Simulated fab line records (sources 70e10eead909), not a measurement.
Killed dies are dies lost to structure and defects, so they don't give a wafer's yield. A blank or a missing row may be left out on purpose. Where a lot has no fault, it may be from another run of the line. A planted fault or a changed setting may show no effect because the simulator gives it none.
Struck lot and sound lot, side by side / flow nandHarc / 15 out of 1302 route steps
Sound: the wafers L201.1, L201.3, L201.4. Struck: wafer L208.6 (L208.2, L208.4, from the same lot, were not struck and are left out); the cause is given at the end.
Each step with rows lists, per side, the tool, then ch with its chambers, then its first start. Under that, the readings that differ: sound wafers / struck wafers / difference of the means / sigmas: that difference in standard deviations of wafers without a fault.
alike: readings with means less than 2 such deviations apart, plus words and numbers identical on both sides. not compared: withheld readings, readings lacking a value on some wafer, bounds such as >300 that could conceal the same value, and numbers that have no deviation in the record and whose values overlap.
Wherever a step has rows on one side only, a row that says differs or no value, or a row with sigmas, the two part there. Numbers that have no deviation but don't overlap get no sigmas and don't part them. A reading that every wafer of one side lacks parts them only if that side has two wafers or more.

first, 5 steps without rows for these wafers: NHARC_A_CONTACT_SOFTBAKE_37 (time 55 s); NHARC_A_CONTACT_EBR_38; NHARC_A_CONTACT_EXPOSE_39 (exposes mask A CC 3); NHARC_A_CONTACT_PEB_40 (peb time 65 s); NHARC_A_CONTACT_DEVELOP_41 (develop time 35 s).
NHARC_A_CONTACT_CD_MEAS_42 targets a cd of 300 nm.
  sound on cdSem-02 ch 0, day 25 04:20; struck on cdSem-03 ch 0, day 27 19:04
reading=cdNm (nm); sound=300.4 300.7 301.2; struck=299.1; difference=-1.7; sigmas=-3
NHARC_A_CONTACT_OVL_MEAS_43:
  struck on overlay-01, day 27 19:09; sound on overlay-02, day 25 04:25
reading=overlayYNm (nm); sound=-0.8 -1.3 -1.3; struck=1.4; difference=+2.5; sigmas=+4
  alike: overlayXNm
NHARC_A_CONTACT_INSPECT_44:
  struck on defectInspect-02, day 27 19:11; sound on defectInspect-02, day 25 04:27
  alike: rawDefectCount
NHARC_A_CONTACT_DESCUM_47: chemistry O2, time 3 s.
  sound on rieDiel-11 ch 0,1,2, day 25 04:31; struck on rieDiel-11 ch 2, day 27 19:23
  alike: drypumpMotorCurrentA, oesProductAu, rfVppV, showerheadPlenumPTorr, throttleValvePct
  not compared: rfHoursCounterH
NHARC_A_CONTACT_ETCH_48: etches the open film in CF4, target depth 39 nm, time 65 s.
  sound on rieDiel-11 ch 1,2,3, day 25 04:36; struck on rieDiel-11 ch 2, day 27 19:29
  alike: drypumpMotorCurrentA, oesProductAu, rfVppV, showerheadPlenumPTorr, throttleValvePct
  not compared: rfHoursCounterH
NHARC_A_CONTACT_ETCH_49: etches the open film in N2/H2, target depth 260 nm, time 475.3 s.
  sound on rieDiel-11 ch 0,2,3; struck on rieDiel-11 ch 2
  alike: drypumpMotorCurrentA, oesProductAu, rfVppV, showerheadPlenumPTorr, throttleValvePct
  not compared: rfHoursCounterH
NHARC_A_CONTACT_ETCH_50: etches the open film in CF4/CHF3, target depth 121 nm, time 60.5 s.
  sound on rieDiel-11 ch 0,2,3; struck on rieDiel-11 ch 3
reading=drypumpMotorCurrentA (A); sound=6.1 6.1 5.2; struck=5.1; difference=-0.7; sigmas=-2
  alike: oesProductAu, rfVppV, showerheadPlenumPTorr, throttleValvePct
  not compared: rfHoursCounterH
NHARC_A_CONTACT_ETCH_51: etches the open film in O2/COS, target depth 7000 nm, time 1820 s.
  sound on rieDiel-11 ch 0,1,2, day 25 05:08; struck on rieDiel-11 ch 0, day 27 21:13
reading=oesProductAu (a.u.); sound=0.996 0.992 1.003; struck=0.826; difference=-0.171; sigmas=-16
  alike: drypumpMotorCurrentA, rfVppV, showerheadPlenumPTorr, throttleValvePct
  not compared: rfHoursCounterH
NHARC_A_CONTACT_ETCH_111: etches the open film in C4F8/O2/Ar, time 140 s, target depth 700 nm.
  sound on harCapEtch-02 ch 0,1, day 25 06:20; struck on harCapEtch-03 ch 1, day 27 22:29
  not compared: rfHoursCounterH
-- break in the record here, with 3 days between the starts of the struck wafers on either side (left off in module A_CONTACT, picked up again in module END, where the first step shown is number 1302 on the route) --
NHARC_END_SORT_01:
  the record has rows for the struck wafers here (prober-01 ch 0, day 31 05:46) and none for the sound ones

WHERE THEY PART
Earliest at NHARC_A_CONTACT_CD_MEAS_42; latest, in this record, at NHARC_END_SORT_01.

WHY: the cause the simulator had injected
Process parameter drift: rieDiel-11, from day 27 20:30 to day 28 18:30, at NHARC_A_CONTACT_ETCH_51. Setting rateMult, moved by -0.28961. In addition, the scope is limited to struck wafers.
